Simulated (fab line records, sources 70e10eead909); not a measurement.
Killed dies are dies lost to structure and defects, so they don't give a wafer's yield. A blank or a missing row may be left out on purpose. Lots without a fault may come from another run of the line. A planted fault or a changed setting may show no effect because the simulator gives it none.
A struck lot beside a sound one | flow nand_harc | 44 steps out of a route of 1302
Sound: wafers L471.1, L471.3, L471.5. Struck: wafers L484.1, L484.4, L484.5. The cause comes at the end.
At each step with rows: each side's tool, then ch and its chambers, then its first start. Under that, the readings that differ: sound wafers | struck wafers | difference of the means | sigmas: that difference in standard deviations of wafers without a fault.
alike: readings whose means differ by less than 2 such deviations, and words and numbers that are the same on both sides. not compared: withheld readings, readings that some wafer has no value for, bounds like >300 that may hide the same value, and numbers for which the record gives no deviation and whose values overlap.
The two part at a step that has a row with sigmas, a row that says differs or no value, or rows on one side only. Numbers that don't overlap but have no deviation are shown without sigmas and don't part them. A reading that every wafer of one side lacks parts them only if that side has two wafers or more.

NHARC_A_CONTACT_INSPECT_44:
  sound on defect_inspect-01, day 22 06:25; struck on defect_inspect-01, day 27 20:24
  alike: raw_defect_count
then, 5 steps without rows for these wafers: NHARC_A_CONTACT_DESCUM_47 (chemistry O2, time 3 s); NHARC_A_CONTACT_ETCH_48 (etches the open film in CF4, target depth 39 nm, time 65 s); NHARC_A_CONTACT_ETCH_49 (etches the open film in N2/H2, target depth 260 nm, time 475.3 s); NHARC_A_CONTACT_ETCH_50 (etches the open film in CF4/CHF3, target depth 121 nm, time 60.5 s); NHARC_A_CONTACT_ETCH_51 (etches the open film in O2/COS, target depth 7000 nm, time 1820 s).
NHARC_A_CONTACT_ETCH_111: etches the open film in C4F8/O2/Ar, time 140 s, target depth 700 nm.
  sound on har_cap_etch-03 ch 0,1, day 22 09:03; struck on har_cap_etch-03 ch 0,1, day 27 22:19
  alike: chamber_pressure_mTorr
  not compared: rf_hours_counter_h
then, 1 step without rows for these wafers: NHARC_A_CONTACT_ETCH_112 (etches the open film in C4F8/O2/Ar, time 190 s, target depth 1850 nm).
NHARC_A_CONTACT_ETCH_113: etches the open film in C4F8/O2/Ar, time 190 s, target depth 1850 nm.
  sound on har_cap_etch-03 ch 0,1, day 22 09:32; struck on har_cap_etch-03 ch 0,1, day 27 22:41
  alike: chamber_pressure_mTorr
  not compared: rf_hours_counter_h
then, 1 step without rows for these wafers: NHARC_A_CONTACT_ETCH_114 (etches the open film in C4F8/O2/Ar, time 190 s, target depth 1850 nm).
NHARC_A_CONTACT_ETCH_115: etches the open film in C4F8/O2/Ar, time 190 s, target depth 1850 nm.
  sound on har_cap_etch-03 ch 0,1, day 22 09:59; struck on har_cap_etch-03 ch 0,1, day 27 23:02
  alike: chamber_pressure_mTorr
  not compared: rf_hours_counter_h
NHARC_A_CONTACT_ETCH_116: etches the open film in C4F8/O2/Ar, time 190 s, target depth 1850 nm.
  sound on har_cap_etch-03 ch 0,1, day 22 10:13; struck on har_cap_etch-03 ch 0,1, day 27 23:12
  alike: chamber_pressure_mTorr
  not compared: rf_hours_counter_h
NHARC_A_CONTACT_ETCH_117: etches the open film in C4F8/O2/Ar, time 190 s, target depth 1850 nm.
  sound on har_cap_etch-03 ch 0,1, day 22 10:26; struck on har_cap_etch-03 ch 0,1, day 27 23:22
  alike: chamber_pressure_mTorr
  not compared: rf_hours_counter_h
then, 3 steps without rows for these wafers: NHARC_A_CONTACT_ETCH_118 (etches the open film in C4F8/O2/Ar, time 190 s, target depth 1850 nm); NHARC_A_CONTACT_ETCH_119 (etches the open film in C4F8/O2/Ar, time 190 s, target depth 1850 nm); NHARC_A_CONTACT_ETCH_120 (etches the open film in C4F8/O2/Ar, time 190 s, target depth 1850 nm).
NHARC_A_CONTACT_ETCH_121: etches the open film in C4F8/O2/Ar, time 190 s, target depth 1850 nm.
  sound on har_cap_etch-03 ch 0,1, day 22 11:22; struck on har_cap_etch-03 ch 0,1, day 28 00:03
  alike: chamber_pressure_mTorr
  not compared: rf_hours_counter_h
then, 4 steps without rows for these wafers: NHARC_A_CONTACT_ETCH_122 (etches the open film in C4F8/O2/Ar, time 190 s, target depth 1850 nm); NHARC_A_CONTACT_ETCH_123 (etches the open film in C4F8/O2/Ar, time 490 s, target depth 2110 nm); NHARC_A_CONTACT_ETCH_90 (etches the open film in CH3F/O2, target depth 40 nm, time 85.7 s); NHARC_A_CONTACT_ETCH_96 (etches the open film in C4F6/O2, target depth 20 nm, time 10 s).
NHARC_A_CONTACT_CD_MEAS_53:
  sound on cd_sem-01, day 22 13:08; struck on cd_sem-02, day 28 01:35
  alike: cd_nm
then, 18 steps without rows for these wafers: NHARC_A_CONTACT_STRIP_99 (strips in N2/H2); NHARC_A_CONTACT_STRIP_100 (strips in CF4/CHF3); NHARC_A_CONTACT_STRIP_101 (strips in O2/COS); NHARC_A_CONTACT_ETCH_102 (etches the open film in CF4/O2, target depth 100 nm, overetch 10 nm, time 55 s); NHARC_A_CONTACT_STRIP_55 (strips in O2); NHARC_A_CONTACT_STRIP_56 (strips in post etch residue remover, time 600 s); NHARC_A_CONTACT_DEP_57 (deposits aC, target thk 5300 nm); NHARC_A_CONTACT_DEP_58 (deposits SiON, target thk 90 nm); NHARC_A_CONTACT_DEHYDRATE_59 (time 120 s); NHARC_A_CONTACT_HMDS_60 (time 30 s); NHARC_A_CONTACT_COAT_61 (time 75 s); NHARC_A_CONTACT_COAT_62 (time 65 s); NHARC_A_CONTACT_COAT_63 (resist thk 90 nm); NHARC_A_CONTACT_SOFTBAKE_64 (time 55 s); NHARC_A_CONTACT_EBR_65; NHARC_A_CONTACT_EXPOSE_66 (exposes mask A CC 2); NHARC_A_CONTACT_PEB_67 (peb time 65 s); NHARC_A_CONTACT_DEVELOP_68 (develop time 35 s).
NHARC_A_CONTACT_CD_MEAS_69: target cd 300 nm.
  sound on cd_sem-03 ch 0, day 22 18:10; struck on cd_sem-01 ch 0, day 28 06:26
  alike: cd_nm
NHARC_A_CONTACT_OVL_MEAS_70:
  sound on overlay-01, day 22 18:16; struck on overlay-02, day 28 06:31
  reading           | sound       | struck         | difference | sigmas
  overlay_y_nm (nm) | 2.2 2.6 1.9 | -1.6 -1.2 -1.4 | -3.6       | -3
  alike: overlay_x_nm
NHARC_A_CONTACT_DESCUM_74: chemistry O2, time 3 s.
  sound on rie_diel-04 ch 0,1, day 22 18:30; struck on rie_diel-04 ch 0,3, day 28 11:28
  reading | sound | struck                                                                     | difference                   | sigmas
  hold    | - - - | await_dispo/4.7h/release await_dispo/4.7h/release await_dispo/4.7h/release | no value on the sound wafers |
  alike: chamber_pressure_mTorr, drypump_motor_current_A, oes_product_au, rf_vpp_V, showerhead_plenum_p_Torr, throttle_valve_pct
  not compared: rf_hours_counter_h
-- the record jumps here: 3 days lie between the struck wafers' starts before and after (it left off in module A_CONTACT and takes up again in module END, whose first step shown is number 1302 of the route) --
NHARC_END_SORT_01:
  sound on prober-01 ch 0, day 25 07:32; struck on prober-01 ch 0, day 31 05:46
  reading         | sound    | struck      | difference | sigmas
  killed_at_array | 50 49 45 | 138 162 125 | +94        | +5
  killed_dies     | 55 53 50 | 142 166 131 | +94        | +5
  alike: killed_at_other, killed_at_periphery, killed_open, killed_short

WHERE THEY PART
First at NHARC_A_CONTACT_OVL_MEAS_70; last, within this record, at NHARC_END_SORT_01.

WHY: what the simulator had put in
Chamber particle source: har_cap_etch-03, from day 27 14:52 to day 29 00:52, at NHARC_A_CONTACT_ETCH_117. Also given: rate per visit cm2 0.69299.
